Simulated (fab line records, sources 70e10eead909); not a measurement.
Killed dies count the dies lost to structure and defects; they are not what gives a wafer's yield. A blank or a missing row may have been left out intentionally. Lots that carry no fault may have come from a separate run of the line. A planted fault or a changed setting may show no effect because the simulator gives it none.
What tool caused it?	flow nandHarc	12 lots, 36 wafers sampled, at 1 step of a route of 1302

## WHAT THE GAUGES SHOWED, per wafer
NHARC_A_M1_CD_MEAS_16. Usual: cdNm reads 120.0 nm (standard deviation 0.61).
lot	measured	on	cdNm (nm)	flag
L323	day 23 14:26	cdSem-02	120.0 120.6 121.3	
L325	day 23 20:44	cdSem-01	120.9 120.2 120.9	
L327	day 24 11:32	cdSem-01	120.2 119.6 119.5	
L324	day 24 17:46	cdSem-01	119.7 118.8 119.3	
L328	day 25 00:58	cdSem-03	119.5 119.6 120.9	
L330	day 26 00:18	cdSem-01	120.5 120.6 120.7	
L329	day 26 01:39	cdSem-02	119.9 120.6 120.4	
L331	day 26 23:28	cdSem-02	119.8 120.2 120.1	
L339	day 30 12:21	cdSem-02	118.6 119.6 119.1	
L340	day 30 19:58	cdSem-02	120.0 121.0 119.4	
L342	day 31 04:39	cdSem-01	120.3 119.7 120.2	
L341	day 31 19:51	cdSem-03	119.5 120.3 120.0	

## WHICH TOOL RAN EACH LOT (tool, then ch and the chambers of the sampled wafers, then the start)
There is no process step in the record ahead of these readings.

## WHAT THE TOOLS THEMSELVES READ (means of the sampled wafers that have a number; where no wafer has one, the mark that the record gives instead)
The record holds no such reading with a usual standard deviation.

## THE ANSWER, worked out from the rows above alone
Rule: a lot is off if the mean of its wafers that have a number lies more than 3 standard deviations from the usual mean. Also off: a lot with no number at a reading for which 4 or more lots have one. Any other lot the step has rows for is counted as sound. First the gauges in route order, then the tools' own readings, where a lot's mean is used as printed above. The first step at which some lot is off is used, and at that step the reading that is off furthest; a lot without a number counts as furthest.
Across all readings shown, no lot is off: no conclusion can be drawn from this.

## WHAT THE SIMULATOR HAD PUT IN
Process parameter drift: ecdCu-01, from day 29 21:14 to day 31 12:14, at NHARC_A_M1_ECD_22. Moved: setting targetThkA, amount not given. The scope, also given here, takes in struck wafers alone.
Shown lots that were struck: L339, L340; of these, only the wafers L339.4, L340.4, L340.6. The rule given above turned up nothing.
